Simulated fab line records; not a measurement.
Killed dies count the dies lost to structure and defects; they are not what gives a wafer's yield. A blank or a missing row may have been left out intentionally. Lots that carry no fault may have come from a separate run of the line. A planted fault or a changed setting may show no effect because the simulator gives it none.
Matching of chambers + flow n5Finfet + 3 sister chambers for N5_BEOL_M6_DEP_56 on pecvd-02
The step deposits SiCN from 3MS/NH3, target thk 10 nm, time 17.5 s. 6 wafers are shown with their chamber, then 8 later ones without.

## WAFERS, EACH WITH ITS CHAMBER
| wafer  | chamber | throttleValvePct (%) | showerheadPlenumPTorr (Torr) |
|--------|---------|----------------------|------------------------------|
| L086.2 | 0       | 8.6                  | 3.682                        |
| L086.3 | 1       | 9.6                  | 3.652                        |
| L086.4 | 2       | 8.5                  | 3.667                        |
| L086.5 | 0       | 9.0                  | 3.689                        |
| L086.6 | 1       | 9.9                  | 3.652                        |
| L090.3 | 2       | 8.7                  | 3.683                        |

## WAFERS WITH NO CHAMBER GIVEN
| wafer  | throttleValvePct (%) | showerheadPlenumPTorr (Torr) |
|--------|----------------------|------------------------------|
| L090.4 | 8.8                  | 3.680                        |
| L090.5 | 9.3                  | 3.654                        |
| L089.1 | 8.8                  | 3.686                        |
| L089.2 | 8.4                  | 3.679                        |
| L089.6 | 8.5                  | 3.678                        |
| L093.1 | 8.9                  | 3.682                        |
| L093.2 | 9.7                  | 3.669                        |
| L093.5 | 8.5                  | 3.677                        |

## THE CHAMBER EACH PASSED THROUGH
| wafer  | from the rows above     | in truth |
|--------|-------------------------|----------|
| L090.4 | can't be placed: 0 or 2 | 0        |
| L090.5 | 1                       | 1        |
| L089.1 | can't be placed: 0 or 2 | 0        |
| L089.2 | can't be placed: 2 or 0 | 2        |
| L089.6 | can't be placed: 2 or 0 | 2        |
| L093.1 | can't be placed: 0 or 2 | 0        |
| L093.2 | 1                       | 1        |
| L093.5 | can't be placed: 2 or 0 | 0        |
Correct placement for 2 of the 8. Not placeable from these rows: 6 (in 6, the candidates include the true chamber). Number placed wrongly: 0.
How it was worked out, from the rows above alone: a wafer's distance from a chamber is the root of the sum, over the readings, of the square of ((its reading less the chamber's mean) divided by the reading's scatter). The wafer belongs to the nearest chamber; if the next one is less than 2 further off, it can't be placed. A chamber's mean is the mean of its shown wafers. The scatter is the square root of a quotient: the sum, over the shown wafers, of each reading's squared deviation from its chamber's mean, divided by wafers minus chambers.
